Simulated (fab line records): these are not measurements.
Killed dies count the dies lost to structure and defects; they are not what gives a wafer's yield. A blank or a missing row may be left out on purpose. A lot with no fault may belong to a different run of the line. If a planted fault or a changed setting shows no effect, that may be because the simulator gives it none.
fab line records	flow nand-harc	part 1 of 2: steps 1 to 4 of 6
record: lots: 23	wafers: 69	last-day: 24
route steps=1159 shown P_BONDPAD@351 A_CHANNEL_HOLE_D1@472 A_CHANNEL_FILL_D1@500 A_STAIRCASE@554
lots with no fault: from the same line, run without faults
start-h: start of the lot's first displayed wafer, in hours after the record's first day	wait-h: how many hours have passed since the lot's step before this one	" as in the row above	L1.1+2: one row covering several wafers at once	- either no value or no given start	* or withheld: withheld	< > ~ a bound
route shown NAME@n: NAME is a module with steps in the file, n the number in the route of the first one	usual: average and standard deviation across the fault-free wafers	same: alike in all rows	chamber/n: place in a boat	sites: readings site by site	_std_site: standard deviation across them	_edge_site: inner sites' mean taken away from outer sites' mean	radius-mm: how far each site lies from the wafer's centre	mask NAME#n: copy n	behind: tool/chamber where the wafer was last shaped	hold: what put the lot on hold/how long, in hours/how the hold closed	device: the transistor (n, p or np) that didn't switch	end of line: tests run on the same wafers once the route is complete	for a step that has no rows: nothing shown but its recipe	killed: dies that structure and defects cost at the first sort, which is not the same as the wafer's yield	map: shows each die of a wafer: x if killed, . if not, _ if none is there
set.NAME: the setting the step ran with; set.NAME@STEP: the setting that earlier step ran with	model.NAME: the simulator's own value behind a step, which no gauge read
a sample of lots followed through the steps of the route, with each step as a table and each wafer as a row
services: a tool's chamber out of use, with start hour (start-h, from the record's first day; less than 0 if before it), hours out, and reason
== steps ==
step: NHARC_P_BONDPAD_DEP_00
recipe: target-thk-a: 2500	temp-c: 370	target-thk-nm: 250	pressure-torr: 3	flow-sccm: 200	rf-w: 450	material: SiCN
usual: heater-power-w: 602/62
lot.wafer	tool	chamber	start-h	wait-h	heater-power-w
L074.1	pecvd-02	1	130.29	-	587
L074.4	"	1	"	"	604
L074.6	"	0	"	"	701
L075.6	pecvd-04	0	-	-	659
L075.4	"	1	"	"	594
L075.5	"	2	"	"	751
L076.3	pecvd-02	0	144.01	-	708
L076.1	"	1	"	"	637
L076.6	"	0	"	"	731
L079.2	pecvd-03	1	160.24	-	546
L079.6	"	1	"	"	559
L079.4	"	2	"	"	554
L078.2	pecvd-03	2	-	-	558
L078.6	"	2	"	"	574
L078.4	"	1	"	"	638
L080.1	pecvd-04	0	-	-	626
L080.6	"	1	"	"	594
L080.5	"	2	"	"	817
L081.1	pecvd-03	2	168.39	-	522
L081.6	"	0	"	"	635
L081.4	"	2	"	"	541
L083.3	pecvd-03	1	178.56	-	578
L083.5	"	1	"	"	588
L083.4	"	2	"	"	580
L082.2	pecvd-04	1	181.54	-	546
L082.4	"	0	"	"	588
L082.6	"	1	"	"	557
L085.1	pecvd-03	0	192.70	-	554
L085.5	"	0	"	"	571
L085.6	"	1	"	"	592
L084.2	pecvd-03	1	193.01	-	589
L084.5	"	0	"	"	639
L084.4	"	1	"	"	623
L086.1	pecvd-02	0	205.90	-	689
L086.2	"	1	"	"	670
L086.4	"	2	"	"	627
L088.1	pecvd-03	0	-	-	545
L088.5	"	0	"	"	561
L088.4	"	2	"	"	569
L087.2	pecvd-03	0	206.71	-	626
L087.3	"	1	"	"	618
L087.6	"	0	"	"	637
L089.2	pecvd-02	0	221.90	-	611
L089.5	"	0	"	"	612
L089.4	"	1	"	"	607
L090.1	pecvd-04	1	223.14	-	628
L090.6	"	0	"	"	638
L090.4	"	2	"	"	707
L092.1	pecvd-04	0	232.67	-	627
L092.4	"	2	"	"	594
L092.6	"	0	"	"	629
L091.1	pecvd-02	2	232.83	-	630
L091.3	"	1	"	"	588
L091.6	"	0	"	"	625
L093.3	pecvd-03	0	236.61	-	594
L093.2	"	1	"	"	497
L093.6	"	1	"	"	524
L094.3	pecvd-03	0	248.21	-	638
L094.5	"	2	"	"	566
L094.6	"	0	"	"	518
L095.3	pecvd-03	0	252.96	-	563
L095.2	"	1	"	"	637
L095.5	"	1	"	"	502
L097.1	pecvd-03	1	257.98	-	528
L097.4	"	0	"	"	556
L097.6	"	1	"	"	543
L096.1	pecvd-03	2	258.70	-	537
L096.2	"	0	"	"	567
L096.4	"	1	"	"	576
step: NHARC_P_BONDPAD_THK_MEAS_33
recipe: thk-meas-gauge: ellipsometry
usual: thk-nm: 200.0/1.5
lot.wafer	tool	chamber	start-h	wait-h	thk-nm
L074.1	film-metro-01	-	130.95	0.1	200.3
L074.4	"	-	"	"	199.0
L074.6	"	-	"	"	198.6
L075.4	film-metro-02	-	144.48	0.2	198.4
L075.5	"	-	"	"	197.4
L075.6	"	-	"	"	200.5
L076.1	film-metro-01	-	144.67	0.2	202.1
L076.3	"	-	"	"	201.7
L076.6	"	-	"	"	202.1
L079.2	film-metro-01	-	160.91	0.2	200.3
L079.4	"	-	"	"	200.7
L079.6	"	-	"	"	200.9
L078.2	film-metro-02	-	162.04	0.2	200.4
L078.4	"	-	"	"	200.8
L078.6	"	-	"	"	203.6
L080.1	film-metro-01	-	162.28	0.2	200.3
L080.5	"	-	"	"	199.8
L080.6	"	-	"	"	199.0
L081.1	film-metro-01	-	168.96	0.2	200.2
L081.4	"	-	"	"	200.2
L081.6	"	-	"	"	201.0
L083.3	film-metro-01	-	179.17	0.2	199.0
L083.4	"	-	"	"	199.0
L083.5	"	-	"	"	198.6
L082.2	film-metro-01	-	182.10	0.2	201.0
L082.4	"	-	"	"	201.3
L082.6	"	-	"	"	197.1
L085.1	film-metro-02	-	193.30	0.1	200.9
L085.5	"	-	"	"	199.9
L085.6	"	-	"	"	201.2
L084.2	film-metro-02	-	193.58	0.2	198.3
L084.4	"	-	"	"	197.4
L084.5	"	-	"	"	200.8
L086.1	film-metro-01	-	206.56	0.2	202.3
L086.2	"	-	"	"	200.1
L086.4	"	-	"	"	199.4
L088.1	film-metro-02	-	206.71	0.2	197.8
L088.4	"	-	"	"	197.3
L088.5	"	-	"	"	200.2
L087.2	film-metro-01	-	207.33	0.2	200.1
L087.3	"	-	"	"	196.7
L087.6	"	-	"	"	199.3
L089.2	film-metro-02	-	222.56	0.2	199.8
L089.4	"	-	"	"	200.1
L089.5	"	-	"	"	199.2
L090.1	film-metro-01	-	223.75	0.2	199.1
L090.4	"	-	"	"	198.9
L090.6	"	-	"	"	199.5
L092.1	film-metro-01	-	233.28	0.1	198.6
L092.4	"	-	"	"	199.7
L092.6	"	-	"	"	200.9
L091.1	film-metro-02	-	233.48	0.2	198.0
L091.3	"	-	"	"	200.5
L091.6	"	-	"	"	200.2
L093.2	film-metro-02	-	237.22	0.2	202.2
L093.3	"	-	"	"	199.5
L093.6	"	-	"	"	198.5
L094.3	film-metro-01	-	248.83	0.2	200.8
L094.5	"	-	"	"	200.0
L094.6	"	-	"	"	199.1
L095.2	film-metro-02	-	253.63	0.2	197.8
L095.3	"	-	"	"	200.5
L095.5	"	-	"	"	201.5
L097.1	film-metro-02	-	258.54	0.2	202.1
L097.4	"	-	"	"	201.7
L097.6	"	-	"	"	201.0
L096.1	film-metro-01	-	259.36	0.2	200.1
L096.2	"	-	"	"	199.7
L096.4	"	-	"	"	200.0
step: NHARC_P_BONDPAD_ETCH_37
recipe: target-depth-a: 600	overetch-a: 180	time-s: 65.91	ion-energy-ev: 200	n2-flow-sccm: 150	h2-flow-sccm: 150	ar-flow-sccm: 0	rf-w: 400	bias-w: 150	chemistry: N2/H2
usual: bias-w: 150.0/0.47	drypump-motor-current-A: 5.6/0.52	mfc-ar-sccm: 0.009/0.01	n2-flow-sccm: 149.9/0.42	oes-product-au: 0.999/0.0067	rf-vpp-V: 432.7/2.7	showerhead-plenum-p-Torr: 2.12/0.093	throttle-valve-pct: 14.170/0.0097
lot.wafer	tool	chamber	start-h	wait-h	bias-w	drypump-motor-current-A	mfc-ar-sccm	n2-flow-sccm	oes-product-au	rf-hours-counter-h	rf-vpp-V	showerhead-plenum-p-Torr	throttle-valve-pct
L074.1	rie-diel-13	1	131.70	0.1	149.9	5.5	0	150.9	1.000	3	435.1	2.19	14.171
L074.4	"	2	"	"	150.7	6.5	0.012	149.5	0.989	2	434.2	2.17	14.183
L074.6	"	0	"	"	149.5	5.4	0.024	150.4	0.997	-	435.0	2.18	14.149
L075.4	rie-diel-13	1	145.25	0.1	150.2	5.5	0	149.9	1.001	-	433.8	2.19	14.169
L075.5	"	3	"	"	150.0	5.1	0	149.7	1.004	-	428.9	1.98	14.172
L075.6	"	0	"	"	150.5	5.4	0.024	149.3	0.999	-	432.9	2.18	14.170
L076.3	rie-diel-13	3	145.55	0.1	150.6	5.1	0	150.2	0.999	4	429.4	1.98	14.172
L076.1	"	0	"	"	151.1	5.5	0.024	149.9	0.998	4	434.7	2.18	14.168
L076.6	"	0	"	"	149.9	5.4	0.024	149.4	0.997	-	434.1	2.18	14.156
L079.4	rie-diel-13	1	161.77	0.1	150.1	5.5	0	150.6	0.994	6	434.0	2.19	14.152
L079.2	"	3	"	"	150.3	5.1	0	150.3	1.005	5	428.4	1.98	14.175
L079.6	"	1	"	"	150.9	5.5	0	150.4	1.004	-	435.9	2.19	14.185
L078.2	rie-diel-13	3	162.78	0.1	150.1	5.1	0	150.4	1.001	5	429.8	1.98	14.181
L078.4	"	2	"	"	149.3	6.5	0.012	149.9	1.008	5	434.0	2.17	14.165
L078.6	"	3	"	"	150.5	5.1	0	150.9	1.010	-	427.3	1.98	14.168
L080.1	rie-diel-13	0	163.18	0.1	149.4	5.4	0.024	149.7	0.986	6	434.7	2.18	14.172
L080.6	"	2	"	"	150.2	6.5	0.012	150.6	1.002	-	433.9	2.17	14.163
L080.5	"	3	"	"	149.9	5.1	0	150.5	0.999	-	427.7	1.98	14.171
L081.1	rie-diel-13	1	169.70	0.1	150.6	5.5	0	149.9	1.002	6	435.4	2.19	14.158
L081.4	"	2	"	"	150.3	6.5	0.012	150.0	0.996	5	434.6	2.17	14.160
L081.6	"	0	"	"	150.0	5.4	0.024	149.7	0.997	-	433.3	2.18	14.161
L083.4	rie-diel-13	1	180.04	0.1	150.3	5.5	0	149.8	1.004	7	434.7	2.19	14.149
L083.3	"	2	"	"	150.6	6.5	0.012	149.8	1.010	6	434.0	2.17	14.176
L083.5	"	1	"	"	149.6	5.5	0	149.6	0.998	-	434.3	2.19	14.175
L082.4	rie-diel-13	1	182.98	0.1	149.6	5.5	0	150.4	0.998	7	434.9	2.19	14.173
L082.2	"	3	"	"	150.3	5.1	0	149.7	0.991	7	429.2	1.98	14.171
L082.6	"	1	"	"	149.2	5.5	0	150.1	1.010	-	433.3	2.19	14.158
L085.1	rie-diel-13	0	194.07	0.1	150.1	5.4	0.024	149.7	1.003	9	434.8	2.18	14.179
L085.6	"	0	"	"	150.2	5.4	0.024	149.1	0.999	-	433.4	2.18	14.171
L085.5	"	1	"	"	149.6	5.5	0	150.4	1.014	-	434.8	2.19	14.164
L084.2	rie-diel-13	1	194.44	0.1	149.7	5.5	0	150.7	0.998	9	434.4	2.19	14.171
L084.4	"	2	"	"	149.9	6.5	0.012	150.0	1.004	9	433.4	2.17	14.166
L084.5	"	2	"	"	149.8	6.6	0.012	149.5	1.006	-	434.7	2.17	14.166
L086.4	rie-diel-13	0	207.31	0.1	149.5	5.4	0.024	150.4	1.000	10	432.8	2.18	14.164
L086.2	"	1	"	"	149.7	5.5	0	149.6	1.013	10	435.1	2.19	14.177
L086.1	"	2	"	"	150.2	6.5	0.012	149.8	1.000	10	434.4	2.17	14.159
L088.4	rie-diel-13	2	207.49	0.1	150.1	6.5	0.012	149.8	0.993	10	434.6	2.17	14.175
L088.1	"	3	"	"	150.4	5.1	0	149.5	1.010	10	429.9	1.98	14.173
L088.5	"	0	"	"	150.1	5.4	0.024	150.0	1.002	-	434.0	2.18	14.168
L087.3	rie-diel-13	2	208.07	0.1	149.9	6.6	0.012	150.5	0.999	10	430.9	2.17	14.190
L087.2	"	1	"	"	150.5	5.5	0	149.6	1.001	10	435.3	2.19	14.162
L087.6	"	2	"	"	150.1	6.6	0.012	150.0	0.999	-	435.5	2.17	14.176
L089.2	rie-diel-13	1	223.49	0.1	149.7	5.5	0	151.1	1.004	13	433.5	2.19	14.167
L089.4	"	0	"	"	150.0	5.4	0.024	149.9	0.994	-	433.7	2.18	14.155
L089.5	"	1	"	"	150.0	5.5	0	150.1	1.001	-	434.5	2.19	14.172
L090.1	rie-diel-13	2	224.65	0.1	150.9	6.6	0.012	149.5	0.998	12	433.7	2.17	14.185
L090.6	"	0	"	"	150.7	5.4	0.024	149.8	1.008	-	434.6	2.18	14.157
L090.4	"	2	"	"	150.3	6.5	0.012	149.5	0.999	-	433.7	2.17	14.164
L092.4	rie-diel-13	1	234.11	0.1	149.3	5.5	0	149.9	0.995	14	433.9	2.19	14.169
L092.1	"	0	"	"	149.8	5.5	0.024	149.7	0.997	14	434.3	2.18	14.191
L092.6	"	2	"	"	150.0	6.5	0.012	150.5	0.999	-	435.3	2.17	14.166
L091.3	rie-diel-13	1	234.38	0.1	149.3	5.5	0	149.8	0.995	14	434.1	2.19	14.174
L091.1	"	2	"	"	150.3	6.6	0.012	149.9	0.994	13	434.7	2.17	14.161
L091.6	"	0	"	"	149.7	5.4	0.024	149.7	1.000	-	432.6	2.18	14.172
L093.2	rie-diel-13	3	238.12	0.1	149.1	5.1	0	149.9	0.997	12	428.5	1.98	14.170
L093.3	"	1	"	"	150.7	5.5	0	149.8	0.988	15	434.8	2.18	14.169
L093.6	"	2	"	"	149.9	6.6	0.012	150.0	0.991	-	433.9	2.17	14.178
L094.3	rie-diel-13	3	249.70	0.1	149.9	5.1	0	149.6	1.007	12	430.1	1.98	14.168
L094.6	"	2	"	"	149.7	6.5	0.012	149.3	0.992	-	433.4	2.17	14.166
L094.5	"	3	"	"	149.9	5.1	0	149.6	1.011	-	429.1	1.98	14.165
L095.3	rie-diel-13	1	254.52	0.1	150.3	5.5	0	150.1	0.994	16	433.9	2.18	14.174
L095.2	"	2	"	"	150.2	6.5	0.012	149.3	1.005	15	435.2	2.17	14.167
L095.5	"	2	"	"	149.5	6.5	0.012	149.2	1.000	-	434.4	2.17	14.186
L097.1	rie-diel-02	3	259.57	0.2	149.7	5.4	0	149.1	0.992	36	425.1	1.89	14.159
L097.6	"	3	"	"	149.6	5.4	0	149.6	0.982	-	425.9	1.89	14.178
L097.4	"	0	"	"	150.3	5.7	0.021	150.3	0.986	-	435.6	2.21	14.181
L096.2	rie-diel-13	3	260.22	0.1	149.7	5.1	0	150.5	1.009	13	430.1	1.98	14.169
L096.4	"	1	"	"	149.9	5.5	0	149.9	0.992	17	434.0	2.18	14.178
L096.1	"	2	"	"	149.7	6.5	0.012	149.8	0.995	16	433.5	2.17	14.165
step: NHARC_A_CHANNEL_HOLE_D1_ETCH_20
recipe: bias-v: 3000	source-w: withheld	pressure-mtorr: 20	time-s: 361.9	ar-flow-sccm: 375	c4f8-flow-sccm: 89.3	o2-flow-sccm: 35.7	temp-c: -20	target-depth-a: 16000	chemistry: C4F8/O2/Ar
usual: drypump-motor-current-A: 5.9/0.62	mfc-ar-sccm: 375.2/1.1	showerhead-plenum-p-Torr: 3.64/0.11	temp-c: -19.99/0.12	throttle-valve-pct: 32.154/0.0083
lot.wafer	tool	chamber	start-h	wait-h	drypump-motor-current-A	mfc-ar-sccm	rf-hours-counter-h	showerhead-plenum-p-Torr	temp-c	throttle-valve-pct
L074.1	har-etch-01	0	175.79	0.1	6.1	372.8	187	3.59	-20.24	32.160
L074.4	"	0	"	"	6.0	375.1	-	3.59	-20.07	32.156
L074.6	"	0	"	"	6.1	374.2	-	3.60	-20.17	32.155
L075.4	har-etch-01	0	190.84	0.2	6.1	374.7	-	3.59	-20.11	32.147
L075.6	"	1	"	"	5.1	376.4	-	3.64	-19.84	32.160
L075.5	"	0	"	"	6.1	373.6	-	3.59	-19.92	32.153
L076.1	har-etch-02	1	194.26	0.1	5.5	373.4	107	3.82	-20.00	32.156
L076.3	"	1	"	"	5.5	373.5	-	3.82	-19.99	32.152
L076.6	"	0	"	"	6.7	376.1	-	3.55	-20.09	32.160
L079.2	har-etch-02	0	205.60	0.1	6.7	375.9	112	3.55	-19.76	32.160
L079.4	"	1	"	"	5.5	374.6	-	3.82	-20.12	32.155
L079.6	"	0	"	"	6.7	377.0	-	3.55	-19.78	32.148
L080.1	har-etch-01	1	205.75	0.1	5.1	375.5	199	3.63	-20.08	32.158
L080.5	"	1	"	"	5.1	374.6	-	3.63	-19.96	32.156
L080.6	"	0	"	"	6.1	375.0	-	3.59	-19.84	32.151
L078.2	har-etch-02	1	209.71	0.1	5.5	376.2	116	3.82	-20.13	32.140
L078.4	"	0	"	"	6.7	376.2	-	3.55	-19.84	32.139
L078.6	"	1	"	"	5.5	376.8	-	3.82	-20.22	32.153
L081.1	har-etch-01	0	214.06	0.1	6.1	374.6	203	3.59	-20.00	32.165
L081.4	"	0	"	"	6.1	373.7	-	3.59	-19.99	32.142
L081.6	"	0	"	"	6.1	374.3	-	3.59	-20.07	32.162
L082.2	har-etch-01	1	225.14	0.1	5.0	375.9	207	3.63	-20.04	32.153
L082.4	"	0	"	"	6.1	376.3	-	3.58	-20.07	32.150
L082.6	"	1	"	"	5.1	375.1	-	3.63	-19.97	32.141
L083.4	har-etch-02	0	225.50	0.2	6.7	375.5	-	3.54	-20.05	32.170
L083.3	"	1	"	"	5.5	374.6	-	3.81	-20.08	32.144
L083.5	"	0	"	"	6.7	374.5	-	3.54	-20.26	32.151
L084.2	har-etch-02	1	239.06	0.1	5.5	376.2	127	3.81	-20.05	32.156
L084.4	"	1	"	"	5.5	375.9	-	3.81	-20.13	32.140
L084.5	"	0	"	"	6.7	375.5	-	3.54	-20.08	32.150
L085.1	har-etch-01	1	240.26	0.1	5.1	374.3	212	3.62	-20.13	32.152
L085.6	"	1	"	"	5.1	374.9	-	3.62	-19.91	32.159
L085.5	"	0	"	"	6.1	374.7	-	3.58	-20.04	32.150
L086.1	har-etch-02	0	252.38	0.1	6.7	372.8	135	3.54	-19.98	32.151
L086.2	"	1	"	"	5.6	375.7	135	3.81	-19.91	32.154
L086.4	"	1	"	"	5.5	375.8	-	3.81	-20.01	32.135
L087.2	har-etch-01	0	252.64	0.1	6.1	376.5	221	3.58	-19.85	32.151
L087.3	"	0	"	"	6.1	376.8	-	3.58	-19.84	32.162
L087.6	"	0	"	"	6.1	375.7	-	3.58	-19.99	32.161
L088.1	har-etch-02	1	256.52	0.1	5.5	375.5	139	3.81	-19.96	32.155
L088.4	"	1	"	"	5.5	373.9	-	3.81	-20.12	32.162
L088.5	"	0	"	"	6.7	374.7	-	3.54	-20.00	32.169
L090.1	har-etch-01	0	267.97	0.1	6.1	376.6	226	3.57	-19.92	32.153
L090.4	"	0	"	"	6.1	373.4	-	3.57	-19.86	32.159
L090.6	"	0	"	"	6.1	375.0	-	3.57	-20.00	32.157
L089.2	har-etch-02	0	268.54	0.1	6.7	377.4	145	3.53	-19.97	32.157
L089.4	"	0	"	"	6.7	376.4	-	3.53	-19.86	32.157
L089.5	"	1	"	"	5.5	373.1	-	3.80	-19.83	32.160
L091.1	har-etch-01	1	277.91	0.1	5.1	376.5	230	3.61	-20.12	32.148
L091.3	"	0	"	"	6.1	376.8	-	3.57	-19.98	32.161
L091.6	"	1	"	"	5.1	374.4	-	3.62	-20.13	32.143
L092.1	har-etch-02	0	281.11	0.1	6.7	374.9	150	3.53	-20.04	32.153
L092.4	"	1	"	"	5.6	375.9	-	3.80	-20.00	32.145
L092.6	"	1	"	"	5.6	376.6	-	3.80	-19.98	32.160
L093.2	har-etch-02	1	289.39	0.1	5.5	375.1	154	3.80	-20.07	32.149
L093.3	"	1	"	"	5.5	375.4	-	3.80	-20.24	32.164
L093.6	"	1	"	"	5.6	375.3	-	3.80	-20.06	32.162
L094.3	har-etch-01	1	294.31	0.2	5.1	375.6	-	3.61	-20.17	32.154
L094.6	"	0	"	"	6.1	374.7	-	3.57	-20.06	32.160
L094.5	"	1	"	"	5.1	375.1	-	3.61	-20.02	32.152
L095.2	har-etch-02	1	301.47	0.1	5.6	375.3	158	3.80	-19.99	32.154
L095.3	"	0	"	"	6.7	377.2	-	3.52	-19.99	32.163
L095.5	"	0	"	"	6.7	375.4	-	3.52	-19.98	32.146
L097.1	har-etch-01	1	303.29	0.1	5.1	374.6	241	3.61	-19.69	32.165
L097.4	"	1	"	"	5.1	375.7	-	3.61	-19.84	32.145
L097.6	"	1	"	"	5.1	376.1	-	3.61	-19.87	32.162
L096.1	har-etch-02	1	305.63	0.1	5.5	375.5	162	3.79	-19.91	32.157
L096.2	"	0	"	"	6.8	375.8	162	3.52	-20.11	32.149
L096.4	"	1	"	"	5.5	373.3	-	3.79	-20.01	32.165
